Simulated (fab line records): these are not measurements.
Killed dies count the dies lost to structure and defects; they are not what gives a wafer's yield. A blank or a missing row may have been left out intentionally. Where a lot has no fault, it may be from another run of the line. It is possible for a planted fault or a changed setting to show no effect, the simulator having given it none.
Which tool is to blame? ; flow nand harc ; 6 lots with 18 wafers sampled at 5 steps, on a route of 1159 steps

WHAT THE GAUGES READ, wafer by wafer
NHARC_END_SORT_01.
lot;measured;on;killed at array
L229;day 22 09:38;prober-02;40 46 32
L236;day 24 08:23;prober-01;26

WHAT TOOL EACH LOT RAN ON (gives the tool, then ch and the chambers of the sampled wafers, and finally the start)
lot;NHARC_A_STAIRCASE_ETCH_201;NHARC_A_STAIRCASE_TRIM_220;NHARC_A_STAIRCASE_ETCH_221;NHARC_A_STAIRCASE_ETCH_225
L216;rie diel-04 ch 0,2,3, day 11 21:32 or earlier;rie diel-07 ch 0,1, day 11 21:32;rie diel-07 ch 0,1,2, no start;rie diel-07 ch 1,2, no start
L222;rie diel-04 ch 0,2,3, day 12 21:58 or earlier;rie diel-04 ch 0,1, day 12 21:58;rie diel-04 ch 2,3, no start;rie diel-04 ch 2,3, no start
L221;rie diel-07 ch 0,2, day 13 06:59 or earlier;rie diel-05 ch 0,1,2, day 13 06:59;rie diel-05 ch 0,1,2, no start;rie diel-05 ch 0,1,3, no start
L226;rie diel-04 ch 0,2,3, day 13 17:54 or earlier;rie diel-07 ch 0,2,3, day 13 17:54;rie diel-07 ch 2,3, no start;rie diel-07 ch 2,3, no start
L229;rie diel-04 ch 0,2,3, day 14 19:42 or earlier;rie diel-05 ch 1,2,3, day 14 19:42;rie diel-05 ch 0,1,2, day 22 09:38 or earlier;rie diel-05 ch 0,1,3, day 22 09:38 or earlier
L236;rie diel-07 ch 1,2,3, day 16 01:25 or earlier;rie diel-05 ch 0,2,3, day 16 01:25;rie diel-05 ch 0,1,3, day 24 08:23 or earlier;rie diel-05 ch 0,1,2, day 24 08:23 or earlier
- NHARC_A_STAIRCASE_ETCH_201: etches the open film in C4F8/O2, target depth 100 nm, time 40.5 s.
- NHARC_A_STAIRCASE_TRIM_220: chemistry O2, time 211.2 s.
- NHARC_A_STAIRCASE_ETCH_221: etches the open film in C4F8/O2, target depth 100 nm, time 40.5 s.
- NHARC_A_STAIRCASE_ETCH_225: etches the open film in C4F8/O2, target depth 100 nm, time 40.5 s.

THE ANSWER, worked out from the rows above alone
Rule: what is usual is taken from the lots themselves. Put in order of their means at a reading, lots are off if they are a third of the lots or fewer, leave a main group of 4 or more, and stand apart from it by a gap of 3 or more times the standard deviation of the main group's means; of several such gaps the widest counts. Not used: any main group whose means are identical at the precision the tables above print for the reading. Also off: a lot with no number at a reading for which 4 or more lots have one. Where the step has rows for the other lots, those lots are counted as sound.
None of the lots is off at any reading shown; this tells nothing.

WHAT THE SIMULATOR PUT IN
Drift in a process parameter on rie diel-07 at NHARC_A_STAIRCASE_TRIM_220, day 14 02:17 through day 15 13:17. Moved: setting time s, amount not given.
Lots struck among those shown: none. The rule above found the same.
